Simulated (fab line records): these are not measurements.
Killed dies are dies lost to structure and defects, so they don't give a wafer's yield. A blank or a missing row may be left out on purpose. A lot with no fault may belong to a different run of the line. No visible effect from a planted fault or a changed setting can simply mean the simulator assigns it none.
Struck lot and sound lot, side by side	flow n5-finfet	15 out of 1938 route steps
Sound: wafers L477.1, L477.2, L477.4. Struck: wafers L473.3, L473.6 (left out: L473.4, a lot-mate that was not struck); the cause follows at the end.
At each step with rows: each side's tool, then ch and its chambers, then its first start. Under that, the readings that differ: sound wafers	struck wafers	difference of the means	sigmas: that difference in standard deviations of wafers without a fault.
alike: words and numbers the same on both sides, and readings whose means are apart by under 2 such deviations; not compared: readings that were withheld, readings missing a value for some wafer, numbers with overlapping values and no deviation given by the record, and bounds like >300 which may hide the same value.
Wherever a step has rows on one side only, a row that says differs or no value, or a row with sigmas, the two part there. Non-overlapping numbers with no deviation appear without sigmas and do not part them. A reading missing from all wafers of one side parts the sides only when that side holds two or more wafers.

first, 7 steps without rows for these wafers: N5_BEOL_M7_COAT_71 (time 60 s, resist thk 5 nm); N5_BEOL_M7_COAT_22 (resist thk 30 nm); N5_BEOL_M7_EBR_24; N5_BEOL_M7_SOFTBAKE_23 (time 60 s); N5_BEOL_M7_EXPOSE_25 (exposes mask V6, target cd 40 nm); N5_BEOL_M7_PEB_26 (peb time 60 s); N5_BEOL_M7_DEVELOP_27 (develop time 30 s).
N5_BEOL_M7_CD_MEAS_28: target cd 40 nm.
  sound on cd-sem-03 ch 0, day 14 08:26; struck on cd-sem-03 ch 0, day 13 02:46
  alike: cd-nm
N5_BEOL_M7_OVL_MEAS_29:
  sound on overlay-01 ch 0, day 14 08:28; struck on overlay-01 ch 0, day 13 02:49
  alike: V6_OVL
N5_BEOL_M7_INSPECT_30: inspects for defects (brightfield).
  sound on defect-inspect-01 at day 14 08:31; struck on defect-inspect-02 at day 13 02:51
  alike: raw-defect-count
N5_BEOL_M7_DESCUM_33: chemistry O2, time 7 s.
  sound on rie-diel-01 ch 1,3, day 14 08:34; struck on rie-diel-03 ch 3, day 13 03:33
  alike: drypump-motor-current-A, oes-product-au, rf-fwd-power-W, rf-vpp-V, showerhead-plenum-p-Torr, temp-c, throttle-valve-pct
  not compared: rf-hours-counter-h
N5_BEOL_M7_ETCH_72: etches underlayer in N2/H2, target depth 6.5 nm, time 5.2 s.
  sound on rie-diel-01 ch 1,3, day 14 08:36; struck on rie-diel-03 ch 3, day 13 03:35
  alike: drypump-motor-current-A, etch-rf-on-time-s, oes-product-au, rf-fwd-power-W, rf-vpp-V, showerhead-plenum-p-Torr, throttle-valve-pct
  not compared: rf-hours-counter-h
N5_BEOL_M7_ETCH_65: etches SiARC in CF4, target depth 15.6 nm, time 26 s.
  sound on rie-diel-01 ch 1,3, day 14 08:37; struck on rie-diel-03 ch 3, day 13 03:36
reading	sound	struck	difference	sigmas
etch-rf-on-time-s (s)	25.9 25.7 25.9	19.3 18.9	-6.7	-12
  alike: drypump-motor-current-A, oes-product-au, rf-fwd-power-W, rf-vpp-V, showerhead-plenum-p-Torr, throttle-valve-pct
  not compared: rf-hours-counter-h
N5_BEOL_M7_ETCH_66: etches SOC in N2/H2, target depth 80 nm, overetch 16 nm, time 120 s.
  sound on rie-diel-01 ch 1,3, day 14 08:39; struck on rie-diel-03 ch 3, day 13 03:38
  alike: drypump-motor-current-A, oes-product-au, rf-fwd-power-W, rf-vpp-V, showerhead-plenum-p-Torr, temp-c, throttle-valve-pct
  not compared: rf-hours-counter-h
then, 1 step without rows for these wafers: N5_PASSIVATION_PROBE_49.

WHERE THEY PART
Within this record, at N5_BEOL_M7_ETCH_65 only. Later steps at which nothing parts them and some readings are alike: N5_BEOL_M7_ETCH_66.

WHY: what had been put in by the simulator
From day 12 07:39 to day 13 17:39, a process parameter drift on rie-diel-03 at N5_BEOL_M7_ETCH_65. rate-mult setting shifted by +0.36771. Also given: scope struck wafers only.
